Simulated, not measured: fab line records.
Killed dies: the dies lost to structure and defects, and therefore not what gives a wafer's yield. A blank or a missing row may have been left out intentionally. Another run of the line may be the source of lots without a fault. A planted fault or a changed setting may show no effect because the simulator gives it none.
The tool behind it: which one?	flow nand_harc	24 lots, 72 wafers sampled, at 6 steps of a route of 1159

WHAT THE GAUGES SHOWED, per wafer
The record lacks any reading of a measuring or inspecting step that a usual standard deviation could be used to judge.

TOOL THAT RAN EACH LOT (tool first, then ch and the chambers of the sampled wafers, then the start)
lot	NHARC_A_CONTACT_ETCH_115	NHARC_A_CONTACT_ETCH_128	NHARC_A_CONTACT_ETCH_137	NHARC_A_CONTACT_ETCH_138	NHARC_A_CONTACT_ETCH_92	NHARC_A_CONTACT_CMP_20
L074	har_cap_etch-01 ch 0,1, day 16 10:37	har_cap_etch-01 ch 0,1, day 16 17:35	har_cap_etch-03 ch 0,1, day 17 01:09	har_cap_etch-03 ch 0,1, day 17 01:16	rie_diel-03 ch 2,3, day 17 01:47	cmp-01 ch 1,2, day 17 09:47
L075	har_cap_etch-02 ch 0,1, day 16 15:04	har_cap_etch-01 ch 0,1, day 16 23:19	har_cap_etch-02 ch 0,1, day 17 07:17	har_cap_etch-02 ch 0,1, day 17 07:25	rie_diel-12 ch 0,3, day 17 07:55	cmp-01 ch 1,2,3, day 17 11:33
L076	har_cap_etch-01 ch 0, day 17 08:25	har_cap_etch-02 ch 0, day 17 15:24	har_cap_etch-02 ch 0,1, day 17 21:34	har_cap_etch-02 ch 0,1, day 17 21:41	rie_diel-12 ch 0,2,3, day 17 22:14	cmp-03 ch 0,2,3, day 18 03:10
L078	har_cap_etch-03 ch 0,1, day 17 12:57	har_cap_etch-03 ch 0,1, day 17 20:13	har_cap_etch-02 ch 0,1, day 18 02:08	har_cap_etch-02 ch 0,1, day 18 02:15	rie_diel-03 ch 0,3, day 18 02:44	cmp-01 ch 0,2,3, day 18 04:59
L077	har_cap_etch-01 ch 0,1, day 17 17:31	har_cap_etch-01 ch 0,1, day 18 00:31	har_cap_etch-02 ch 0,1, day 18 07:20	har_cap_etch-02 ch 0,1, day 18 07:27	rie_diel-03 ch 1,2,3, day 18 07:58	cmp-01 ch 0,2,3, day 18 16:13
L080	har_cap_etch-03 ch 0,1, day 18 01:08	har_cap_etch-01 ch 0,1, day 18 10:33	har_cap_etch-01 ch 0,1, day 18 17:23	har_cap_etch-01 ch 0,1, day 18 17:30	rie_diel-08 ch 0,2, day 18 18:02	cmp-03 ch 0,1,3, day 18 21:20
L081	har_cap_etch-01 ch 0, day 18 03:24	har_cap_etch-02 ch 0,1, day 18 13:10	har_cap_etch-01 ch 0,1, day 18 19:54	har_cap_etch-01 ch 0,1, day 18 20:02	rie_diel-08 ch 2,3, day 18 20:32	cmp-01 ch 0,1,2, day 18 22:49
L079	har_cap_etch-03 ch 0,1, day 18 07:24	har_cap_etch-03 ch 0,1, day 18 15:24	har_cap_etch-03 ch 0,1, day 18 22:50	har_cap_etch-03 ch 0,1, day 18 22:57	rie_diel-12 ch 1,2, day 18 23:28	cmp-04 ch 0,1, day 19 01:58
L083	har_cap_etch-02 ch 0,1, day 18 18:00	har_cap_etch-01 ch 0,1, day 19 00:46	har_cap_etch-02 ch 0,1, day 19 07:38	har_cap_etch-02 ch 0,1, day 19 07:45	rie_diel-08 ch 1,2, day 19 08:17	cmp-04 ch 0,1,3, day 19 11:34
L082	har_cap_etch-03 ch 0,1, day 18 18:25	har_cap_etch-02 ch 0,1, day 19 01:34	har_cap_etch-03 ch 0,1, day 19 08:05	har_cap_etch-03 ch 0,1, day 19 08:12	rie_diel-12 ch 0,1,2, day 19 08:43	cmp-01 ch 1,2, day 19 11:34
L084	har_cap_etch-02 ch 0,1, day 18 21:58	har_cap_etch-03 ch 0,1, day 19 06:02	har_cap_etch-02 ch 0, day 19 12:58	har_cap_etch-02 ch 0, day 19 13:05	rie_diel-08 ch 2,3, day 19 13:37	cmp-03 ch 1,2,3, day 19 23:38
L085	har_cap_etch-01 ch 0,1, day 19 07:23	har_cap_etch-03 ch 0,1, day 19 14:36	har_cap_etch-02 ch 0,1, day 19 20:46	har_cap_etch-02 ch 0,1, day 19 20:53	rie_diel-03 ch 1,2,3, day 19 21:22	cmp-04 ch 0,1,3, day 20 03:10
L086	har_cap_etch-01 ch 0,1, day 19 13:18	har_cap_etch-03 ch 0,1, day 19 20:08	har_cap_etch-02 ch 0,1, day 20 03:38	har_cap_etch-02 ch 0,1, day 20 03:46	rie_diel-08 ch 1,2,3, day 20 04:17	cmp-04 ch 2,3, day 20 06:43
L087	har_cap_etch-02 ch 0,1, day 19 17:32	har_cap_etch-03 ch 0,1, day 20 02:38	har_cap_etch-02 ch 0,1, day 20 09:30	har_cap_etch-02 ch 0,1, day 20 09:37	rie_diel-03 ch 1,2,3, day 20 10:13	cmp-03 ch 0,1, day 20 12:39
L088	har_cap_etch-01 ch 0,1, day 19 18:01	har_cap_etch-01 ch 0,1, day 20 02:49	har_cap_etch-03 ch 0,1, day 20 09:42	har_cap_etch-03 ch 0,1, day 20 09:49	rie_diel-03 ch 0,1,2, day 20 10:23	cmp-03 ch 1,2,3, day 20 13:24
L090	har_cap_etch-01 ch 0,1, day 20 01:05	har_cap_etch-03 ch 0,1, day 20 08:07	har_cap_etch-01 ch 0,1, day 20 14:19	har_cap_etch-01 ch 0,1, day 20 14:26	rie_diel-03 ch 0,1,2, day 20 14:58	cmp-04 ch 0,1,3, day 20 18:53
L089	har_cap_etch-02 ch 0,1, day 20 01:34	har_cap_etch-01 ch 0,1, day 20 08:50	har_cap_etch-02 ch 0,1, day 20 15:11	har_cap_etch-02 ch 0,1, day 20 15:18	rie_diel-03 ch 1,2,3, day 20 15:49	cmp-04 ch 0,1,3, day 20 19:28
L091	har_cap_etch-03 ch 0,1, day 21 02:26	har_cap_etch-01 ch 0,1, day 21 11:52	har_cap_etch-01 ch 0,1, day 21 19:40	har_cap_etch-01 ch 0,1, day 21 19:47	rie_diel-03 ch 0,3, day 21 20:19	cmp-03 ch 1,2,3, day 21 22:40
L092	har_cap_etch-01 ch 1, day 21 02:30	har_cap_etch-02 ch 0,1, day 21 12:32	har_cap_etch-01 ch 1, day 21 20:34	har_cap_etch-01 ch 1, day 21 20:41	rie_diel-12 ch 0,1,2, day 21 21:14	cmp-04 ch 1,3, day 21 23:40
L094	har_cap_etch-02 ch 0,1, day 21 08:53	har_cap_etch-01 ch 0,1, day 21 18:14	har_cap_etch-01 ch 0,1, day 22 01:23	har_cap_etch-01 ch 0,1, day 22 01:31	rie_diel-03 ch 0,1,2, day 22 02:02	cmp-01 ch 1,2,3, day 22 06:44
L093	har_cap_etch-03 ch 0,1, day 21 10:10	har_cap_etch-03 ch 0,1, day 21 19:10	har_cap_etch-03 ch 0,1, day 22 02:40	har_cap_etch-03 ch 0,1, day 22 02:48	rie_diel-12 ch 0,1,2, day 22 03:21	cmp-01 ch 1,3, day 22 10:19
L096	har_cap_etch-03 ch 0,1, day 21 14:16	har_cap_etch-03 ch 0,1, day 21 21:56	har_cap_etch-02 ch 0,1, day 22 04:35	har_cap_etch-02 ch 0,1, day 22 04:49	rie_diel-03 ch 0,2, day 22 05:38	cmp-01 ch 0,1,3, day 22 11:06
L095	har_cap_etch-02 ch 1, day 21 18:59	har_cap_etch-01 ch 0, day 22 03:50	har_cap_etch-01 ch 0,1, day 22 10:07	har_cap_etch-01 ch 0,1, day 22 10:14	rie_diel-08 ch 0,2,3, day 22 10:47	cmp-03 ch 0,2, day 22 16:32
L097	har_cap_etch-02 ch 0,1, day 22 00:34	har_cap_etch-03 ch 0,1, day 22 09:25	har_cap_etch-02 ch 0,1, day 22 15:48	har_cap_etch-02 ch 0,1, day 22 15:58	rie_diel-08 ch 1,2,3, day 22 16:32	cmp-01 ch 0,1,3, day 22 18:49
- NHARC_A_CONTACT_ETCH_115: etches the open film in C4F8/O2/Ar, time 94 s, target depth 922 nm.
- NHARC_A_CONTACT_ETCH_128: etches the open film in C4F8/O2/Ar, time 155 s, target depth 956 nm.
- NHARC_A_CONTACT_ETCH_137: etches the open film in C4F8/O2/Ar, time 132 s, target depth 1287 nm.
- NHARC_A_CONTACT_ETCH_138: etches the open film in C4F8/O2/Ar, time 132 s, target depth 1289 nm.
- NHARC_A_CONTACT_ETCH_92: etches the open film in CH3F/O2, target depth 40 nm, time 85.7 s.
- NHARC_A_CONTACT_CMP_20: polishes, t overpolish 30 s, target thk 300 nm.

AS READ BY THE TOOLS THEMSELVES (means over the sampled wafers that have a number; for cases with no such wafer, the mark the record gives instead)
NHARC_A_CONTACT_ETCH_115. Usual: chamber_pressure_mTorr 20.001 mTorr, standard deviation 0.018.
lot	tool	chamber_pressure_mTorr (mTorr)	flag
L074	har_cap_etch-01	20.004	
L075	har_cap_etch-02	20.002	
L076	har_cap_etch-01	19.999	
L078	har_cap_etch-03	20.003	
L077	har_cap_etch-01	20.018	
L080	har_cap_etch-03	20.034	
L081	har_cap_etch-01	19.982	
L079	har_cap_etch-03	19.989	
L083	har_cap_etch-02	19.989	
L082	har_cap_etch-03	19.996	
L084	har_cap_etch-02	20.001	
L085	har_cap_etch-01	20.005	
L086	har_cap_etch-01	20.000	
L087	har_cap_etch-02	19.989	
L088	har_cap_etch-01	19.987	
L090	har_cap_etch-01	20.000	
L089	har_cap_etch-02	20.000	
L091	har_cap_etch-03	20.002	
L092	har_cap_etch-01	20.008	
L094	har_cap_etch-02	20.016	
L093	har_cap_etch-03	20.014	
L096	har_cap_etch-03	20.006	
L095	har_cap_etch-02	20.014	
L097	har_cap_etch-02	20.001	

NHARC_A_CONTACT_ETCH_128. Usual: chamber_pressure_mTorr 20.003 mTorr, standard deviation 0.019.
lot	tool	chamber_pressure_mTorr (mTorr)	flag
L074	har_cap_etch-01	20.010	
L075	har_cap_etch-01	20.029	
L076	har_cap_etch-02	20.005	
L078	har_cap_etch-03	20.010	
L077	har_cap_etch-01	19.999	
L080	har_cap_etch-01	20.007	
L081	har_cap_etch-02	20.006	
L079	har_cap_etch-03	19.996	
L083	har_cap_etch-01	20.019	
L082	har_cap_etch-02	20.002	
L084	har_cap_etch-03	20.022	
L085	har_cap_etch-03	19.980	
L086	har_cap_etch-03	19.995	
L087	har_cap_etch-03	20.021	
L088	har_cap_etch-01	19.992	
L090	har_cap_etch-03	20.013	
L089	har_cap_etch-01	19.999	
L091	har_cap_etch-01	19.997	
L092	har_cap_etch-02	19.991	
L094	har_cap_etch-01	20.021	
L093	har_cap_etch-03	19.982	
L096	har_cap_etch-03	20.007	
L095	har_cap_etch-01	20.004	
L097	har_cap_etch-03	20.001	

NHARC_A_CONTACT_ETCH_137. Usual: chamber_pressure_mTorr 20.000 mTorr, standard deviation 0.021.
lot	tool	chamber_pressure_mTorr (mTorr)	flag
L074	har_cap_etch-03	20.001	
L075	har_cap_etch-02	20.013	
L076	har_cap_etch-02	19.996	
L078	har_cap_etch-02	20.005	
L077	har_cap_etch-02	19.973	
L080	har_cap_etch-01	19.994	
L081	har_cap_etch-01	20.001	
L079	har_cap_etch-03	20.012	
L083	har_cap_etch-02	20.005	
L082	har_cap_etch-03	20.011	
L084	har_cap_etch-02	19.987	
L085	har_cap_etch-02	20.007	
L086	har_cap_etch-02	19.987	
L087	har_cap_etch-02	20.006	
L088	har_cap_etch-03	20.022	
L090	har_cap_etch-01	20.006	
L089	har_cap_etch-02	19.999	
L091	har_cap_etch-01	19.996	
L092	har_cap_etch-01	20.011	
L094	har_cap_etch-01	20.007	
L093	har_cap_etch-03	19.989	
L096	har_cap_etch-02	19.997	
L095	har_cap_etch-01	20.008	
L097	har_cap_etch-02	20.011	

NHARC_A_CONTACT_ETCH_138. Usual: chamber_pressure_mTorr 20.001 mTorr, standard deviation 0.017.
lot	tool	chamber_pressure_mTorr (mTorr)	flag
L074	har_cap_etch-03	20.010	
L075	har_cap_etch-02	20.011	
L076	har_cap_etch-02	19.994	
L078	har_cap_etch-02	20.012	
L077	har_cap_etch-02	20.010	
L080	har_cap_etch-01	19.997	
L081	har_cap_etch-01	20.003	
L079	har_cap_etch-03	20.000	
L083	har_cap_etch-02	19.993	
L082	har_cap_etch-03	19.995	
L084	har_cap_etch-02	20.003	
L085	har_cap_etch-02	19.999	
L086	har_cap_etch-02	19.988	
L087	har_cap_etch-02	20.015	
L088	har_cap_etch-03	20.014	
L090	har_cap_etch-01	20.004	
L089	har_cap_etch-02	20.005	
L091	har_cap_etch-01	19.973	
L092	har_cap_etch-01	20.001	
L094	har_cap_etch-01	20.001	
L093	har_cap_etch-03	19.996	
L096	har_cap_etch-02	19.989	
L095	har_cap_etch-01	20.003	
L097	har_cap_etch-02	20.019	

NHARC_A_CONTACT_ETCH_92. Usual: bias_w 100.0 W (standard deviation 0.32); chamber_pressure_mTorr 24.999 mTorr (standard deviation 0.023); drypump_motor_current_A 5.8 A (standard deviation 0.43); oes_product_au 0.95 a.u. (standard deviation 0.035); rf_vpp_V 243.8 V (standard deviation 1.5); showerhead_plenum_p_Torr 2.42 Torr (standard deviation 0.1); throttle_valve_pct 20.662 % (standard deviation 0.0093).
lot	tool	bias_w (W)	chamber_pressure_mTorr (mTorr)	drypump_motor_current_A (A)	oes_product_au (a.u.)	rf_vpp_V (V)	showerhead_plenum_p_Torr (Torr)	throttle_valve_pct (%)	flag
L074	rie_diel-03	99.6	25.009	6.4	0.93	243.8	2.39	20.667	
L075	rie_diel-12	100.1	25.018	5.8	1.01	244.5	2.48	20.664	
L076	rie_diel-12	99.9	25.017	5.7	0.93	244.1	2.45	20.669	
L078	rie_diel-03	100.1	25.008	6.2	0.93	244.2	2.43	20.662	
L077	rie_diel-03	99.8	25.013	6.2	0.92	243.2	2.43	20.660	
L080	rie_diel-08	100.0	24.998	5.8	0.93	243.7	2.36	20.658	
L081	rie_diel-08	100.3	24.989	5.4	1.00	241.9	2.29	20.668	
L079	rie_diel-12	100.0	24.986	5.5	1.01	243.2	2.36	20.654	
L083	rie_diel-08	100.3	25.009	5.8	1.01	242.9	2.38	20.670	
L082	rie_diel-12	100.1	25.006	5.8	0.93	244.5	2.43	20.666	
L084	rie_diel-08	99.9	24.990	5.4	0.94	242.0	2.29	20.653	
L085	rie_diel-03	99.9	24.988	6.2	0.93	244.0	2.43	20.668	
L086	rie_diel-08	99.8	24.996	5.4	0.93	242.8	2.34	20.666	
L087	rie_diel-03	100.3	24.997	6.1	1.01	244.3	2.42	20.663	
L088	rie_diel-03	100.0	24.989	6.0	0.92	243.9	2.43	20.663	
L090	rie_diel-03	100.0	24.993	6.0	0.93	243.1	2.43	20.669	
L089	rie_diel-03	100.6	24.998	6.1	0.92	244.3	2.42	20.662	
L091	rie_diel-03	100.1	24.997	6.4	0.92	243.2	2.42	20.656	
L092	rie_diel-12	99.6	24.995	5.7	1.00	243.7	2.42	20.666	
L094	rie_diel-03	100.3	24.982	6.0	0.92	244.2	2.43	20.654	
L093	rie_diel-12	99.9	24.976	5.8	0.92	244.1	2.42	20.670	
L096	rie_diel-03	99.8	24.996	6.1	0.93	242.3	2.34	20.668	
L095	rie_diel-08	99.6	25.024	5.5	0.93	244.2	2.49	20.663	
L097	rie_diel-08	99.6	25.013	5.5	0.93	244.7	2.46	20.669	

NHARC_A_CONTACT_CMP_20. Usual: edge_zone_pressure_frac 1.000, standard deviation 0.0049; motor_current_A 11.9 A, standard deviation 1.2; overpolish_run_s 29.999 s, standard deviation 0.0086; retaining_ring_pressure_frac 1.000, standard deviation 0.0047; time_to_endpoint_s 60.4 s, standard deviation 2.1.
lot	tool	edge_zone_pressure_frac	motor_current_A (A)	overpolish_run_s (s)	retaining_ring_pressure_frac	time_to_endpoint_s (s)	flag
L074	cmp-01	1.002	12.4	30.000	1.002	61.1	
L075	cmp-01	0.997	11.8	29.997	1.000	58.3	
L076	cmp-03	0.999	12.0	29.999	1.000	57.7	
L078	cmp-01	1.001	11.7	29.999	1.001	61.3	
L077	cmp-01	1.001	11.5	30.009	1.001	61.1	
L080	cmp-03	1.001	12.2	29.999	1.000	57.8	
L081	cmp-01	0.997	11.6	30.004	0.999	59.7	
L079	cmp-04	1.005	11.6	29.992	0.996	61.9	
L083	cmp-04	1.004	11.9	30.001	1.004	57.8	
L082	cmp-01	0.999	11.7	30.001	1.004	59.0	
L084	cmp-03	0.998	11.4	29.995	0.998	59.3	
L085	cmp-04	0.999	12.1	29.999	0.999	60.0	
L086	cmp-04	0.999	12.6	29.990	1.006	59.5	
L087	cmp-03	0.999	13.2	30.005	0.997	58.4	
L088	cmp-03	1.000	11.4	29.999	1.001	62.1	
L090	cmp-04	1.000	12.3	29.994	0.999	62.2	
L089	cmp-04	0.999	12.2	29.981	1.001	59.8	
L091	cmp-03	0.999	11.4	29.998	1.002	62.0	
L092	cmp-04	0.999	11.0	29.996	1.001	62.8	
L094	cmp-01	0.998	11.5	30.001	1.000	61.2	
L093	cmp-01	1.004	11.5	30.002	0.999	61.9	
L096	cmp-01	0.997	11.3	29.999	0.998	59.8	
L095	cmp-03	0.998	12.0	30.004	1.003	59.2	
L097	cmp-01	0.997	11.9	30.004	1.004	59.6	

THE ANSWER, worked out from the rows above alone
Rule: a lot is off if the mean of its wafers that have a number lies more than 3 standard deviations from the usual mean. Also off: a lot with no number at a reading for which 4 or more lots have one. Any other lot the step has rows for is counted as sound. First the gauges in route order, then the tools' own readings, where a lot's mean is used as printed above. The first step at which some lot is off is used, and at that step the reading that is off furthest; a lot without a number counts as furthest.
Nothing can be told from this: no lot is off at any reading shown.

WHAT THE SIMULATOR HAD INSERTED
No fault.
